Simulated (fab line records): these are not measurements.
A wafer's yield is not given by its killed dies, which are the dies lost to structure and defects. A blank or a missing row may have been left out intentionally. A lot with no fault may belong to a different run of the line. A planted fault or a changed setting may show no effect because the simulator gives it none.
fab line records + flow n5Finfet
record
- lots=15
- wafers=45
- lastDay=16
route steps=1938 shown ZERO_LAYER@10 WELL_APT@28
lots that met no fault: from a run of the same line without faults
startH: hours from the record's first day to the start of the lot's first wafer shown + waitH: how many hours have passed since the lot's step before this one + " same as the row above + L1.1+2: a row that stands for several wafers + - value missing, or start not given + * or withheld: withheld + < > ~ a bound
route shown NAME@n: names a module that has steps shown in the file, with the first one's number in the route + usual: mean/standard deviation taken from wafers without a fault + same: alike in all rows + chamber/n: place in a boat + sites: the reading at each site + _std_site: their standard deviation + _edge_site: outer sites' mean less inner sites' + radiusMm: how far each site lies from the wafer's centre + mask NAME#n: copy n + behind: the tool/chamber that last shaped the wafer + hold: reason for holding the lot/hours on hold/outcome of the hold + device: the n, p or np transistor that did not switch + end of line: at the end of the route, the tests of the same wafers + where a step has no rows: the recipe by itself + killed: dies that structure and defects cost at the first sort, which is not the same as the wafer's yield + map: a wafer's dies, marking killed ones x, the rest . and places with no die _
set.NAME: the run value of the setting; set.NAME@STEP: its run value at that earlier step + model.NAME: the simulator's own value behind a step, which no gauge read
route steps across a sampled set of lots; one table per step, one row per wafer
services: from which hour (startH, from the record's first day; less than 0 if before it) a tool's chamber was out of use, for how many hours, and why
## steps
# step N5_ZERO_LAYER_PEB_09
# recipe
- pebTempC=withheld
- pebTimeS=*
# usual
- chillPlateTempC=*
- exhaustPa=45.2/0.76
| lot.wafer | tool          | chamber | startH | waitH | chillPlateTempC | exhaustPa |
|-----------|---------------|---------|--------|-------|-----------------|-----------|
| L405.1    | lithoTrack-01 | 0       | 12.52  | 0.1   | *               | 44.5      |
| L405.4    | "             | 0       | "      | "     | *               | 45.6      |
| L405.5    | "             | 0       | "      | "     | *               | 44.0      |
| L406.2    | lithoTrack-04 | 0       | 18.65  | 0.0   | *               | 42.5      |
| L406.4    | "             | 0       | "      | "     | *               | 45.0      |
| L406.6    | "             | 0       | "      | "     | *               | 45.5      |
| L407.1    | lithoTrack-02 | 0       | 24.52  | 0.1   | *               | 45.7      |
| L407.2    | "             | 0       | "      | "     | *               | 45.8      |
| L407.4    | "             | 0       | "      | "     | *               | 44.8      |
| L408.1    | lithoTrack-01 | 0       | 30.53  | 0.1   | *               | 45.2      |
| L408.2    | "             | 0       | "      | "     | *               | 45.1      |
| L408.5    | "             | 0       | "      | "     | *               | 44.0      |
| L409.2    | lithoTrack-01 | 0       | 36.54  | 0.0   | *               | 46.0      |
| L409.4    | "             | 0       | "      | "     | *               | 45.6      |
| L409.6    | "             | 0       | "      | "     | *               | 43.8      |
| L410.3    | lithoTrack-01 | 0       | 42.54  | 0.0   | *               | 44.8      |
| L410.4    | "             | 0       | "      | "     | *               | 45.0      |
| L410.6    | "             | 0       | "      | "     | *               | 46.2      |
| L411.3    | lithoTrack-01 | 0       | 48.67  | 0.0   | *               | 44.4      |
| L411.5    | "             | 0       | "      | "     | *               | 45.2      |
| L411.6    | "             | 0       | "      | "     | *               | 45.0      |
| L412.2    | lithoTrack-02 | -       | 54.65  | 0.0   | -               | -         |
| L412.3    | "             | -       | "      | "     | -               | -         |
| L412.4    | "             | -       | "      | "     | -               | -         |
| L413.2    | lithoTrack-01 | -       | 60.52  | 0.0   | -               | -         |
| L413.4    | "             | -       | "      | "     | -               | -         |
| L413.6    | "             | -       | "      | "     | -               | -         |
| L414.1    | lithoTrack-04 | -       | 66.55  | 0.1   | -               | -         |
| L414.2    | "             | -       | "      | "     | -               | -         |
| L414.3    | "             | -       | "      | "     | -               | -         |
| L422.2    | lithoTrack-02 | 0       | 114.52 | 0.0   | *               | 45.5      |
| L422.5    | "             | 0       | "      | "     | *               | 45.6      |
| L422.6    | "             | 0       | "      | "     | *               | 45.8      |
| L423.1    | lithoTrack-01 | 0       | 120.52 | 0.1   | *               | 43.9      |
| L423.2    | "             | 0       | "      | "     | *               | 46.0      |
| L423.4    | "             | 0       | "      | "     | *               | 45.7      |
| L424.1    | lithoTrack-01 | 0       | 126.53 | 0.1   | *               | 45.6      |
| L424.3    | "             | 0       | "      | "     | *               | 45.0      |
| L424.4    | "             | 0       | "      | "     | *               | 45.3      |
| L425.1    | lithoTrack-04 | 0       | 132.65 | 0.1   | *               | 46.4      |
| L425.5    | "             | 0       | "      | "     | *               | 45.4      |
| L425.6    | "             | 0       | "      | "     | *               | 44.9      |
| L426.3    | lithoTrack-01 | 0       | 138.52 | 0.0   | *               | 45.0      |
| L426.4    | "             | 0       | "      | "     | *               | 44.8      |
| L426.6    | "             | 0       | "      | "     | *               | 45.0      |
# step N5_ZERO_LAYER_ETCH_18
# recipe
- chemistry=HBr/Cl2
- target=Si
- targetDepthA=1200
- timeS=40
- pressureMtorr=10
- icpW=800
- biasW=75
- HBr_flow_sccm=150
- Cl2_flow_sccm=80
# usual
- drypumpMotorCurrentA=5.9/0.46
- oesProductAu=1.006/0.012
- rfFwdPowerW=795.8/2.7
- throttleValvePct=36.24/0.18
| lot.wafer | tool     | chamber | startH | waitH | drypumpMotorCurrentA | oesProductAu | rfFwdPowerW | rfHoursCounterH | throttleValvePct |
|-----------|----------|---------|--------|-------|----------------------|--------------|-------------|-----------------|------------------|
| L405.1    | rieSi-05 | 1       | 12.92  | 0.0   | 6.9                  | 1.027        | 797.1       | 77              | 35.99            |
| L405.4    | "        | 0       | "      | "     | 6.0                  | 1.005        | 796.6       | -               | 36.32            |
| L405.5    | "        | 1       | "      | "     | 6.8                  | 1.014        | 793.1       | -               | 35.96            |
| L406.2    | rieSi-06 | 3       | 18.91  | 0.0   | 5.2                  | 0.985        | 799.5       | 143             | 36.17            |
| L406.4    | "        | 0       | "      | "     | 5.2                  | 1.007        | 798.1       | 3               | 36.06            |
| L406.6    | "        | 0       | "      | "     | 5.2                  | 1.001        | 798.2       | -               | 36.08            |
| L407.1    | rieSi-06 | 2       | 24.85  | 0.1   | 5.8                  | 1.010        | 794.6       | 75              | 36.45            |
| L407.2    | "        | 1       | "      | "     | 5.6                  | 1.005        | 792.5       | 22              | 36.19            |
| L407.4    | "        | 0       | "      | "     | 5.2                  | 1.004        | 797.1       | 3               | 36.09            |
| L408.1    | rieSi-01 | 1       | 30.80  | 0.0   | 5.6                  | 0.998        | 797.4       | 123             | 36.54            |
| L408.2    | "        | 3       | "      | "     | 5.6                  | 1.007        | 792.8       | 135             | 36.21            |
| L408.5    | "        | 2       | "      | "     | 5.8                  | 0.988        | 796.5       | -               | 36.15            |
| L409.2    | rieSi-05 | 1       | 36.80  | 0.0   | 6.8                  | 1.020        | 797.6       | 78              | 35.97            |
| L409.4    | "        | 3       | "      | "     | 6.2                  | 0.995        | 796.2       | 0               | 36.12            |
| L409.6    | "        | 3       | "      | "     | 6.1                  | 0.993        | 797.5       | -               | 36.12            |
| L410.3    | rieSi-01 | 2       | 42.88  | 0.0   | 5.8                  | 1.000        | 796.3       | 118             | 36.15            |
| L410.4    | "        | 1       | "      | "     | 5.6                  | 1.011        | 798.6       | 123             | 36.53            |
| L410.6    | "        | 3       | "      | "     | 5.6                  | 0.997        | 799.7       | -               | 36.20            |
| L411.3    | rieSi-05 | 2       | 49.13  | 0.0   | 6.1                  | 1.031        | 799.8       | 48              | 36.32            |
| L411.5    | "        | 2       | "      | "     | 6.1                  | 1.028        | 794.6       | -               | 36.35            |
| L411.6    | "        | 1       | "      | "     | 6.8                  | 1.026        | 799.3       | -               | 35.98            |
| L412.2    | rieSi-06 | 0       | 55.21  | 0.0   | 5.2                  | 0.997        | 797.5       | 4               | 36.09            |
| L412.3    | "        | 3       | "      | "     | 5.2                  | 0.988        | 794.6       | 144             | 36.16            |
| L412.4    | "        | 2       | "      | "     | 5.8                  | 1.009        | 794.3       | 76              | 36.47            |
| L413.2    | rieSi-05 | 0       | 60.79  | 0.0   | 6.0                  | 1.004        | 795.8       | 42              | 36.32            |
| L413.4    | "        | 1       | "      | "     | 6.8                  | 1.019        | 796.9       | 78              | 35.96            |
| L413.6    | "        | 0       | "      | "     | 6.0                  | 0.990        | 795.6       | -               | 36.34            |
| L414.1    | rieSi-05 | 3       | 67.15  | 0.0   | 6.1                  | 0.987        | 799.9       | 1               | 36.12            |
| L414.2    | "        | 2       | "      | "     | 6.1                  | 1.021        | 791.8       | 48              | 36.32            |
| L414.3    | "        | 1       | "      | "     | 6.9                  | 1.022        | 788.1       | 78              | 35.98            |
| L422.2    | rieSi-06 | 3       | 114.79 | 0.0   | 5.3                  | 0.990        | 796.4       | 145             | 36.16            |
| L422.5    | "        | 3       | "      | "     | 5.3                  | 0.997        | 800.0       | -               | 36.16            |
| L422.6    | "        | 0       | "      | "     | 5.2                  | 1.006        | 793.7       | -               | 36.07            |
| L423.1    | rieSi-05 | 3       | 120.87 | 0.0   | 6.1                  | 1.008        | 794.0       | 2               | 36.12            |
| L423.2    | "        | 2       | "      | "     | 6.1                  | 1.020        | 794.4       | 49              | 36.32            |
| L423.4    | "        | 1       | "      | "     | 6.8                  | 1.013        | 797.5       | 79              | 35.97            |
| L424.1    | rieSi-05 | 2       | 126.79 | 0.0   | 6.1                  | 1.032        | 791.8       | 49              | 36.31            |
| L424.3    | "        | 3       | "      | "     | 6.1                  | 1.006        | 796.2       | 2               | 36.12            |
| L424.4    | "        | 1       | "      | "     | 6.8                  | 1.023        | 796.3       | 79              | 35.98            |
| L425.1    | rieSi-06 | 3       | 132.91 | 0.0   | 5.3                  | 0.988        | 800.5       | 145             | 36.15            |
| L425.5    | "        | 0       | "      | "     | 5.2                  | 1.001        | 798.8       | -               | 36.08            |
| L425.6    | "        | 1       | "      | "     | 5.7                  | 1.000        | 798.6       | -               | 36.18            |
| L426.3    | rieSi-01 | 3       | 138.82 | 0.0   | 5.6                  | 1.016        | 796.2       | 137             | 36.19            |
| L426.4    | "        | 0       | "      | "     | 6.4                  | 1.010        | 795.3       | 3               | 36.60            |
| L426.6    | "        | 3       | "      | "     | 5.6                  | 0.999        | 797.3       | -               | 36.19            |
# step N5_WELL_APT_CD_MEAS_08
# recipe
- targetCdNm=200
- landingEnergyEv=500
- detector=seInlens
# usual
- cdNm=200.0/1.4
| lot.wafer | tool     | chamber | startH | waitH | cdNm  |
|-----------|----------|---------|--------|-------|-------|
| L405.1    | cdSem-02 | 0       | 13.81  | -     | 198.6 |
| L405.4    | "        | 0       | "      | "     | 199.6 |
| L405.5    | "        | 0       | "      | "     | 198.5 |
| L406.2    | cdSem-03 | 0       | 19.81  | -     | 202.5 |
| L406.4    | "        | 0       | "      | "     | 202.0 |
| L406.6    | "        | 0       | "      | "     | 202.9 |
| L407.1    | cdSem-01 | 0       | 25.75  | -     | 199.0 |
| L407.2    | "        | 0       | "      | "     | 201.1 |
| L407.4    | "        | 0       | "      | "     | 198.7 |
| L408.1    | cdSem-01 | 0       | 31.69  | -     | 199.2 |
| L408.2    | "        | 0       | "      | "     | 202.1 |
| L408.5    | "        | 0       | "      | "     | 201.9 |
| L409.2    | cdSem-02 | 0       | 37.57  | -     | 199.5 |
| L409.4    | "        | 0       | "      | "     | 199.8 |
| L409.6    | "        | 0       | "      | "     | 198.8 |
| L410.3    | cdSem-01 | 0       | 43.78  | -     | 201.4 |
| L410.4    | "        | 0       | "      | "     | 202.3 |
| L410.6    | "        | 0       | "      | "     | 201.8 |
| L411.3    | cdSem-03 | 0       | 50.04  | -     | 196.5 |
| L411.5    | "        | 0       | "      | "     | 198.7 |
| L411.6    | "        | 0       | "      | "     | 198.6 |
| L422.2    | cdSem-03 | 0       | 115.71 | -     | 198.4 |
| L422.5    | "        | 0       | "      | "     | 197.9 |
| L422.6    | "        | 0       | "      | "     | 198.6 |
| L423.1    | cdSem-02 | 0       | 121.76 | -     | 198.4 |
| L423.2    | "        | 0       | "      | "     | 199.1 |
| L423.4    | "        | 0       | "      | "     | 199.3 |
| L424.1    | cdSem-02 | 0       | 127.69 | -     | 200.4 |
| L424.3    | "        | 0       | "      | "     | 199.1 |
| L424.4    | "        | 0       | "      | "     | 200.9 |
| L425.1    | cdSem-02 | 0       | 133.81 | -     | 199.1 |
| L425.5    | "        | 0       | "      | "     | 198.5 |
| L425.6    | "        | 0       | "      | "     | 200.9 |
| L426.3    | cdSem-02 | 0       | 139.60 | -     | 199.8 |
| L426.4    | "        | 0       | "      | "     | 199.2 |
| L426.6    | "        | 0       | "      | "     | 200.9 |
# step N5_WELL_APT_INSPECT_38
# recipe
- inspectInstrument=darkfield
- mode=postEpi
# usual
- rawDefectCount=13/4.4
| lot.wafer | tool             | chamber | startH | waitH | rawDefectCount |
|-----------|------------------|---------|--------|-------|----------------|
| L405.1    | defectInspect-02 | -       | 17.23  | 0.9   | 14             |
| L405.4    | "                | -       | "      | "     | 8              |
| L405.5    | "                | -       | "      | "     | 18             |
| L406.2    | defectInspect-02 | -       | 23.27  | 0.6   | 7              |
| L406.4    | "                | -       | "      | "     | 10             |
| L406.6    | "                | -       | "      | "     | 9              |
| L407.1    | defectInspect-01 | -       | 28.99  | 0.5   | 15             |
| L407.2    | "                | -       | "      | "     | 6              |
| L407.4    | "                | -       | "      | "     | 5              |
| L408.1    | defectInspect-01 | -       | 34.99  | 0.7   | 18             |
| L408.2    | "                | -       | "      | "     | 9              |
| L408.5    | "                | -       | "      | "     | 18             |
| L409.2    | defectInspect-02 | -       | 40.78  | 0.6   | 13             |
| L409.4    | "                | -       | "      | "     | 14             |
| L409.6    | "                | -       | "      | "     | 13             |
| L410.3    | defectInspect-01 | -       | 47.03  | 0.3   | 9              |
| L410.4    | "                | -       | "      | "     | 12             |
| L410.6    | "                | -       | "      | "     | 13             |
| L411.3    | defectInspect-01 | -       | 53.51  | 0.4   | 16             |
| L411.5    | "                | -       | "      | "     | 15             |
| L411.6    | "                | -       | "      | "     | 25             |
| L422.2    | defectInspect-02 | -       | 118.76 | 0.6   | 14             |
| L422.5    | "                | -       | "      | "     | 9              |
| L422.6    | "                | -       | "      | "     | 11             |
| L423.1    | defectInspect-01 | -       | 125.56 | 0.5   | 8              |
| L423.2    | "                | -       | "      | "     | 7              |
| L423.4    | "                | -       | "      | "     | 10             |
| L424.1    | defectInspect-02 | -       | 132.31 | 0.9   | 18             |
| L424.3    | "                | -       | "      | "     | 10             |
| L424.4    | "                | -       | "      | "     | 10             |
| L425.1    | defectInspect-01 | -       | 137.11 | 0.7   | 7              |
| L425.5    | "                | -       | "      | "     | 9              |
| L425.6    | "                | -       | "      | "     | 5              |
| L426.3    | defectInspect-02 | -       | 142.93 | 0.4   | 17             |
| L426.4    | "                | -       | "      | "     | 18             |
| L426.6    | "                | -       | "      | "     | 19             |
## services
| tool     | chamber | startH | hours | kind                        |
|----------|---------|--------|-------|-----------------------------|
| rieSi-01 | -       | -3.40  | 2.7   | repair                      |
| rieSi-01 | -       | 0.60   | 0.1   | repair                      |
| rieSi-05 | 3       | 4.63   | -     | clean                       |
| rieSi-05 | 3       | 4.63   | -     | consumableReplace:focusRing |
| rieSi-05 | 3       | 4.63   | 23.8  | scheduledDown               |
| rieSi-05 | 3       | 4.63   | 23.8  | ventCycle                   |
| rieSi-01 | 3       | 16.97  | 6.0   | repair                      |
| rieSi-06 | -       | 48.33  | 2.8   | pm                          |
| rieSi-05 | 0       | 71.47  | 7.9   | repair                      |
| rieSi-01 | -       | 112.86 | 0.3   | repair                      |
| rieSi-06 | 2       | 125.49 | 1.3   | repair                      |
| rieSi-05 | 3       | 127.44 | 17.1  | repair                      |
| rieSi-05 | 0       | 127.68 | 1.2   | repair                      |
## key
firstSign
- step=N5_ZERO_LAYER_PEB_09
- reading=toolRecord
- direction=missing
effect none on later readings
metAt N5_ZERO_LAYER_PEB_09
struckLots L412,L413,L414
laterRowsLeftOut L412.2,L412.3,L412.4,L413.2,L413.4,L413.6,L414.1,L414.2,L414.3
sortLeftOut L412.2,L412.3,L412.4,L413.2,L413.4,L413.6,L414.1,L414.2,L414.3
notActingAt N5_ZERO_LAYER_ETCH_18,N5_WELL_APT_CD_MEAS_08,N5_WELL_APT_INSPECT_38
onsetBetween 48.67 54.65
fault
- kind=skippedStepWhole
- tool=lithoTrack-01,lithoTrack-02,lithoTrack-04
- chamber=-
- onsetH=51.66
- steps=N5_ZERO_LAYER_PEB_09
- scope=struckLotsOnly
# sortLeftOut: the simulated sort isn't trusted on such a fault, so these wafers' sort isn't shown, and their yield isn't known
# laterRowsLeftOut: the simulator's readings of these wafers behind a module that went badly wrong aren't trusted and aren't shown, but for the sort
